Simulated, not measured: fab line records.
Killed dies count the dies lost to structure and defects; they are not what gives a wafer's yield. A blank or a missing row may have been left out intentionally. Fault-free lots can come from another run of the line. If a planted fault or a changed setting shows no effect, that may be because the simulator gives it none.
Which tool did it? ; flow n5 finfet ; 24 lots, 72 wafers sampled, at 1 step of a route of 1938

== WHAT THE GAUGES READ, wafer by wafer ==
N5_BEOL_M10_CD_MEAS_11 targets a cd of 64.1 nm.
lot;measured;on;cd nm (nm)
L074;day 9 12:12;cd sem-02;63.3 63.1 63.2
L076;day 9 23:24;cd sem-01;63.0 64.0 64.1
L075;day 10 03:16;cd sem-02;64.0 64.4 63.9
L077;day 10 11:22;cd sem-03;63.5 63.4 63.1
L078;day 10 19:44;cd sem-02;62.3 62.7 63.2
L079;day 11 02:00;cd sem-02;63.8 63.5 62.5
L081;day 11 06:46;cd sem-01;63.2 64.5 64.5
L080;day 11 16:56;cd sem-01;62.3 63.0 63.4
L082;day 11 23:19;cd sem-02;63.8 63.8 63.8
L083;day 12 06:14;cd sem-02;63.0 63.6 63.8
L084;day 12 09:28;cd sem-02;63.7 63.2 63.6
L086;day 12 19:32;cd sem-01;62.9 63.7 62.8
L088;day 13 02:33;cd sem-01;64.2 65.1 64.8
L085;day 13 02:47;cd sem-02;64.1 62.8 62.9
L087;day 13 05:14;cd sem-01;64.4 64.2 63.9
L089;day 13 12:07;cd sem-01;64.0 63.7 62.8
L091;day 14 05:58;cd sem-03;63.5 62.8 62.6
L093;day 14 18:38;cd sem-03;64.1 64.8 63.3
L090;day 14 18:50;cd sem-01;63.8 64.8 63.7
L092;day 15 01:29;cd sem-02;63.4 62.8 64.1
L094;day 15 14:51;cd sem-02;63.0 64.6 62.8
L096;day 15 17:37;cd sem-02;64.6 63.5 64.3
L095;day 15 18:17;cd sem-02;63.4 64.1 63.8
L097;day 16 03:28;cd sem-03;63.2 64.2 63.8

== WHICH TOOL RAN EACH LOT (tool, then ch and the chambers of the sampled wafers, then the start) ==
The record shows no process step preceding these readings.

== WHAT THE TOOLS THEMSELVES READ (means of the sampled wafers that have a number; where no wafer has one, the mark that the record gives instead) ==
The record holds no such reading with a usual standard deviation.

== THE ANSWER, worked out from the rows above alone ==
Rule: usual is defined by the lots themselves. The widest of any qualifying gaps counts: lots, ordered by their means at a reading, are off when they make up no more than a third of the lots, leave a main group of 4 or more, and stand apart from it by 3 or more times the standard deviation of that group's means. If all means in a main group match to the digits the tables above print for the reading, that group is not used. Also off: a lot with no number at a reading for which 4 or more lots have one. The other lots that the step has rows for count as sound. Order of review: gauges by route order, followed by the tools' own readings, for which a lot's mean as printed above is used. The first step at which some lot is off is used, and at that step the reading that is off furthest; a lot without a number counts as furthest.
Across all readings shown, no lot is off: no conclusion can be drawn from this.

== WHAT THE SIMULATOR HAD PUT IN ==
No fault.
